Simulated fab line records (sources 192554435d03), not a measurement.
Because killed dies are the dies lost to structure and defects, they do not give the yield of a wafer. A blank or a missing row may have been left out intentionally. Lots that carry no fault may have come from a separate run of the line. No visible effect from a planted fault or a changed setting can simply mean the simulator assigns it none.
Lot-split experiment :: flow n5-finfet :: 21 wafers read across 7 lots, on a route 1938 steps long

THE SPLIT ITSELF
At N5_BEOL_M0_ETCH_138 (etches SiCN in CH3F/O2, target depth 12 nm, time 31.6 s), the setting source-w was moved away from the recipe's 395 W on 4 of the 21 wafers read, by -17.9% to +14.3%. All remaining wafers had this setting at the recipe value.

Reading taken at the split's own step.

THE READING
rf-vpp-V, in V, at N5_BEOL_M0_ETCH_138 (etches SiCN in CH3F/O2, target depth 12 nm, time 31.6 s). A value of 296.9 V with a standard deviation of 1.4 V is what fault-free wafers of this fab line usually give.

wafer: L076.1
tool, chamber at the split: rie-diel-05, 3
source-w as run, W: 324.2
against the recipe: -17.9%
rf-vpp-V, V: 316.1
against lot-mates on the recipe: +18.7

wafer: L076.3
tool, chamber at the split: rie-diel-05, 0
source-w as run, W: 395
against the recipe: recipe
rf-vpp-V, V: 298.3
against lot-mates on the recipe: -

wafer: L076.5
tool, chamber at the split: rie-diel-05, 1
source-w as run, W: 395
against the recipe: recipe
rf-vpp-V, V: 296.5
against lot-mates on the recipe: -

wafer: L078.4
tool, chamber at the split: rie-diel-06, 1
source-w as run, W: 395
against the recipe: recipe
rf-vpp-V, V: 296.6
against lot-mates on the recipe: -

wafer: L078.5
tool, chamber at the split: rie-diel-06, 0
source-w as run, W: 395
against the recipe: recipe
rf-vpp-V, V: 294.7
against lot-mates on the recipe: -

wafer: L078.6
tool, chamber at the split: rie-diel-06, 3
source-w as run, W: 395
against the recipe: recipe
rf-vpp-V, V: 295.8
against lot-mates on the recipe: -

wafer: L080.2
tool, chamber at the split: rie-diel-06, 3
source-w as run, W: 395
against the recipe: recipe
rf-vpp-V, V: 295.8
against lot-mates on the recipe: -

wafer: L080.4
tool, chamber at the split: rie-diel-06, 1
source-w as run, W: 395
against the recipe: recipe
rf-vpp-V, V: 298.3
against lot-mates on the recipe: -

wafer: L080.6
tool, chamber at the split: rie-diel-06, 0
source-w as run, W: 395
against the recipe: recipe
rf-vpp-V, V: 295.1
against lot-mates on the recipe: -

wafer: L081.4
tool, chamber at the split: rie-diel-06, 2
source-w as run, W: 395
against the recipe: recipe
rf-vpp-V, V: 295.0
against lot-mates on the recipe: -

wafer: L081.5
tool, chamber at the split: rie-diel-06, 0
source-w as run, W: 395
against the recipe: recipe
rf-vpp-V, V: 295.4
against lot-mates on the recipe: -

wafer: L081.6
tool, chamber at the split: rie-diel-06, 1
source-w as run, W: 395
against the recipe: recipe
rf-vpp-V, V: 298.3
against lot-mates on the recipe: -

wafer: L084.1
tool, chamber at the split: rie-diel-01, 2
source-w as run, W: 395
against the recipe: recipe
rf-vpp-V, V: 297.3
against lot-mates on the recipe: -

wafer: L084.4
tool, chamber at the split: rie-diel-01, 1
source-w as run, W: 439.2
against the recipe: +11.2%
rf-vpp-V, V: 287.5
against lot-mates on the recipe: -10.0

wafer: L084.6
tool, chamber at the split: rie-diel-01, 3
source-w as run, W: 395
against the recipe: recipe
rf-vpp-V, V: 297.6
against lot-mates on the recipe: -

wafer: L086.2
tool, chamber at the split: rie-diel-01, 0
source-w as run, W: 395
against the recipe: recipe
rf-vpp-V, V: 300.5
against lot-mates on the recipe: -

wafer: L086.5
tool, chamber at the split: rie-diel-01, 0
source-w as run, W: 451.6
against the recipe: +14.3%
rf-vpp-V, V: 286.9
against lot-mates on the recipe: -12.0

wafer: L086.6
tool, chamber at the split: rie-diel-01, 2
source-w as run, W: 395
against the recipe: recipe
rf-vpp-V, V: 297.2
against lot-mates on the recipe: -

wafer: L092.2
tool, chamber at the split: rie-diel-05, 3
source-w as run, W: 415.9
against the recipe: +5.3%
rf-vpp-V, V: 289.7
against lot-mates on the recipe: -6.7

wafer: L092.3
tool, chamber at the split: rie-diel-05, 1
source-w as run, W: 395
against the recipe: recipe
rf-vpp-V, V: 295.5
against lot-mates on the recipe: -

wafer: L092.4
tool, chamber at the split: rie-diel-05, 2
source-w as run, W: 395
against the recipe: recipe
rf-vpp-V, V: 297.3
against lot-mates on the recipe: -

FIT RESULTS
A straight line over all 21 wafers: rf-vpp-V changes by -0.93 V for each +1% of source-w; r = -0.95; the points scatter about the line by 1.8 V.
The same after taking each lot's own level away (the mean of its wafers on the recipe; 21 wafers): -0.963 V for each +1%; r = -0.98; scatter 1.3 V.
According to that fit, moving source-w by its largest amount changes the reading by 17 V.
From 295.70 to 298.85 V: that is the span of the lots' own levels, equal to 2.3 times the standard deviation above.
The two slopes agree, so the slope changes little with the lot-to-lot level.
Check: for one of the wafers moved furthest among these (-17.9%), held out of the fit, the line's prediction against its lot-mates is +15.7 V. It came out at +18.7 V against them.
Tool readings at the split's step, against how far the setting was moved: rf-vpp-V r = -0.95.

THE OTHER SPLITS THESE WAFERS WENT THROUGH
Other splits were also applied to these wafers ahead of the reading. Each is held against what the fit with the lots' levels taken away leaves over:
other split on the same wafers: N5_MOL_CONTACT_COAG_EXPOSE_05 dose-mj
wafers away from the commonest value: 5
r with rf-vpp-V (lot level and that fit taken away): +0.11

other split on the same wafers: N5_BEOL_M0_SAQP_COAT_82 spin-rpm
wafers away from the commonest value: 9
r with rf-vpp-V (lot level and that fit taken away): -0.10

other split on the same wafers: N5_BEOL_M0_SAQP_DEVELOP_13 develop-time-s
wafers away from the commonest value: 8
r with rf-vpp-V (lot level and that fit taken away): +0.06

other split on the same wafers: N5_BEOL_M0_CUTY_EXPOSE_54 dose-mj
wafers away from the commonest value: 10
r with rf-vpp-V (lot level and that fit taken away): +0.32

FILE'S OWN FIT
rf-vpp-V changes by -0.961 V for each +1% of source-w, r = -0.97.
